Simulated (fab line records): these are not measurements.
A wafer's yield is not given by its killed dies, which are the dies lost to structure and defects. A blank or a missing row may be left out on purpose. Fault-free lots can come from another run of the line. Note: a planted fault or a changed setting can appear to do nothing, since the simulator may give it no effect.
Problem report in the 8D (eight disciplines) form, filled by code | flow n5-finfet | the parts of the form that need people (team, actions taken, sign-off) are left out

## 1. WHAT IS WRONG
Wafers with no fault read 34 with a standard deviation of 10, whereas killed_at_M0_to_M3 at N5_PASSIVATION_PROBE_49 reads a mean of 123 on 1 wafer of 1 lot. Relative to the usual mean, that is a shift of +8.9 standard deviations.
The first sign was on wafer L382.1 at day 15 08:25, on prober-02. The record holds 12 wafers of 4 lots with a number at this step. Rule for "out", or "out of limits": more than 4 standard deviations from the usual mean. Any other wafer with a number is counted as sound.

## 2. WHAT IT IS, AND WHAT IT ISN'T
question                    | is                                      | is not
which readings at this step | killed_at_M0_to_M3, sort_bin_5_function | killed_at_M4_up, killed-at-contacts, killed-at-front-end, killed-at-other, killed-open, killed-short, sort_bin_6_memory, sort_bin_8_speed
which lots                  | L382                                    | L387, L388, L390
which wafers of those lots  | L382.1                                  | L382.4, L382.5
read on which tools         | prober-02                               | -
when                        | from day 15 08:25                       | up to then (0 sound wafers); but 11 sound wafers of L382, L387, L388, L390 came after

## 3. THE SUSPECTS, EACH WITH WHAT RULES IT OUT
Counting: if a tool at a process step up to the reading ran every lot that is out, it stays a suspect. Sound lots after the first of them don't rule it out here, since some wafers of a struck lot are sound.
- pvd-sputter-01 at N5_BEOL_M3_SPUTTER_81 (material Cu, target thk 4.5 nm, time 8.29 s): kept. It ran the lot that is out, L382 (day 10 13:04).
- rie-diel-06 at N5_PASSIVATION_STRIP_14 (strips in O2): kept. It ran the lot that is out, L382 (day 15 01:49).
- rie-metal-01 at N5_PASSIVATION_ETCH_59 (etches TaN in Cl2/BCl3, target depth 65 nm, time 34.9 s): kept. It ran the lot that is out, L382 (day 15 03:53).
- prober-02 at N5_PASSIVATION_PROBE_49: kept. It ran the lot that is out, L382 (day 15 08:25). Out on those wafers are its own readings of killed_at_M0_to_M3, sort_bin_5_function.
Left after counting: pvd-sputter-01 at N5_BEOL_M3_SPUTTER_81, rie-diel-06 at N5_PASSIVATION_STRIP_14, rie-metal-01 at N5_PASSIVATION_ETCH_59, prober-02 at N5_PASSIVATION_PROBE_49.

## 4. THE CAUSE (what the simulator had put in)
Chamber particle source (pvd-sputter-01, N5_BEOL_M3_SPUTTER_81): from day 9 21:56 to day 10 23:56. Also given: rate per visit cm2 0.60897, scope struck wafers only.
After counting, 4 suspects remain, this tool included.

## 5. THE CHAIN OF EFFECTS, in route order
Each row: a reading where the mean over the struck wafers with a number is more than 3 standard deviations away from the usual. Only readings for which the record gives a usual standard deviation are gone through. hours: the time from each lot's start at the first step in this table that gives one to its start at this step, as a median over the lots. sigmas: the change in usual standard deviations.
hours | step                    | reading              | usual  | on struck wafers | change | sigmas
0     | N5_PASSIVATION_PROBE_49 | defect-limited-yield | 91.4 % | 85.7             | -5.7   | -3.6
0     | N5_PASSIVATION_PROBE_49 | killed_at_M0_to_M3   | 34     | 123              | +89    | +8.9
0     | N5_PASSIVATION_PROBE_49 | killed-dies          | 101    | 169              | +68    | +3.6
0     | N5_PASSIVATION_PROBE_49 | sort_bin_5_function  | 5.0 %  | 9.7              | +4.7   | +4.7
0     | N5_PASSIVATION_PROBE_49 | sort-n-pass          | 1079   | 1011             | -68    | -3.6
0     | N5_PASSIVATION_PROBE_49 | sort-yield-pct       | 91.4 % | 85.7             | -5.7   | -3.6
Here are the process steps it includes:
- N5_PASSIVATION_PROBE_49

## 6. HOW IT WOULD HAVE BEEN CAUGHT EARLIER
In this record no reading fell out of limits until day 15 08:25, 130 hours after the fault had begun at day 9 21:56.
Of the tool readings at N5_BEOL_M3_SPUTTER_81 for which the record gives a usual standard deviation, none was out on any struck wafer, so an alarm limit of 4 standard deviations on them would not have fired.
By day 15 08:25 the whole set of lots that are out, 1 in number, had already begun N5_BEOL_M3_SPUTTER_81 on pvd-sputter-01. Holding the tool at that point would not have protected any of them.
